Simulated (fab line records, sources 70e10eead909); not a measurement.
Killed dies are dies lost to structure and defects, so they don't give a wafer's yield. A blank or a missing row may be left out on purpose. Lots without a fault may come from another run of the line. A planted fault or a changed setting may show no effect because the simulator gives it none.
Chamber matching | flow nand_harc | NHARC_A_WL_FILL_STRIP_29 on rie_diel-07: 4 sister chambers
The step strips in O2, time 20 s. 22 wafers are shown with their chamber, then 11 later ones without.

WAFERS WITH THEIR CHAMBER
wafer  | chamber | drypump_motor_current_A (A) | oes_product_au (a.u.) | throttle_valve_pct (%)
L074.1 | 3       | 6.3                         | 0.986                 | 17.035
L074.5 | 2       | 5.2                         | 0.996                 | 17.027
L074.6 | 3       | 6.3                         | 0.996                 | 17.034
L082.1 | 3       | 6.2                         | 0.994                 | 17.032
L082.2 | 0       | 5.0                         | 0.996                 | 17.053
L082.5 | 1       | 5.3                         | 1.011                 | 17.039
L081.2 | 2       | 5.3                         | 1.001                 | 17.034
L081.3 | 3       | 6.3                         | 0.994                 | 17.027
L081.6 | 3       | 6.3                         | 1.004                 | 17.026
L081.1 | 0       | 4.9                         | 0.998                 | 17.032
L081.4 | 1       | 5.3                         | 1.006                 | 17.019
L081.5 | 2       | 5.3                         | 1.003                 | 17.028
L083.2 | 3       | 6.3                         | 0.996                 | 17.041
L083.3 | 0       | 5.0                         | 1.003                 | 17.047
L083.5 | 1       | 5.3                         | 1.002                 | 17.028
L087.1 | 3       | 6.3                         | 0.999                 | 17.035
L087.2 | 1       | 5.3                         | 1.008                 | 17.031
L087.6 | 0       | 5.0                         | 0.999                 | 17.045
L093.1 | 2       | 5.3                         | 1.003                 | 17.045
L093.2 | 0       | 5.0                         | 1.003                 | 17.034
L093.6 | 3       | 6.3                         | 0.997                 | 17.032
L091.4 | 1       | 5.3                         | 1.017                 | 17.027

SIGNATURES (means of the wafers above)
reading                 | chamber 0 | chamber 1 | chamber 2 | chamber 3 | scatter within a chamber
drypump_motor_current_A | 4.980     | 5.300     | 5.275     | 6.287     | 0.0367
oes_product_au          | 0.99980   | 1.00880   | 1.00075   | 0.99575   | 0.00459
throttle_valve_pct      | 17.04220  | 17.02880  | 17.03350  | 17.03275  | 0.00704
Rule: a wafer's distance from a chamber is the root of the sum, over the readings, of the square of ((its reading less the chamber's mean) divided by the reading's scatter). The wafer belongs to the nearest chamber; if the next one is less than 2 further off, it can't be placed. The scatter: the root of (the sum of the squares of (reading less its chamber's mean) over the shown wafers, divided by (wafers less chambers)).

WAFERS WITHOUT THEIR CHAMBER
wafer  | drypump_motor_current_A (A) | oes_product_au (a.u.) | throttle_valve_pct (%)
L091.5 | 6.3                         | 1.012                 | 17.024
L091.6 | 5.2                         | 1.008                 | 17.019
L094.1 | 6.3                         | 1.002                 | 17.053
L094.2 | 5.0                         | 1.012                 | 17.055
L094.3 | 5.3                         | 1.000                 | 17.042
L094.4 | 5.2                         | 1.007                 | 17.042
L094.5 | 5.3                         | 1.009                 | 17.025
L094.6 | 5.2                         | 0.997                 | 17.032
L086.1 | 6.3                         | 0.992                 | 17.036
L086.3 | 5.2                         | 1.000                 | 17.038
L086.5 | 5.3                         | 0.990                 | 17.037

WHICH CHAMBER EACH WENT THROUGH
wafer  | from the rows above     | in truth
L091.5 | 3                       | 3
L091.6 | can't be placed: 1 or 2 | 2
L094.1 | 3                       | 3
L094.2 | 0                       | 0
L094.3 | can't be placed: 2 or 1 | 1
L094.4 | can't be placed: 2 or 1 | 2
L094.5 | can't be placed: 1 or 2 | 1
L094.6 | can't be placed: 2 or 1 | 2
L086.1 | 3                       | 3
L086.3 | can't be placed: 2 or 1 | 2
L086.5 | can't be placed: 2 or 1 | 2
Placed correctly: 4 of 11. Can't be placed from these rows: 7 (the true chamber is among the candidates in 7). Placed wrongly: 0.
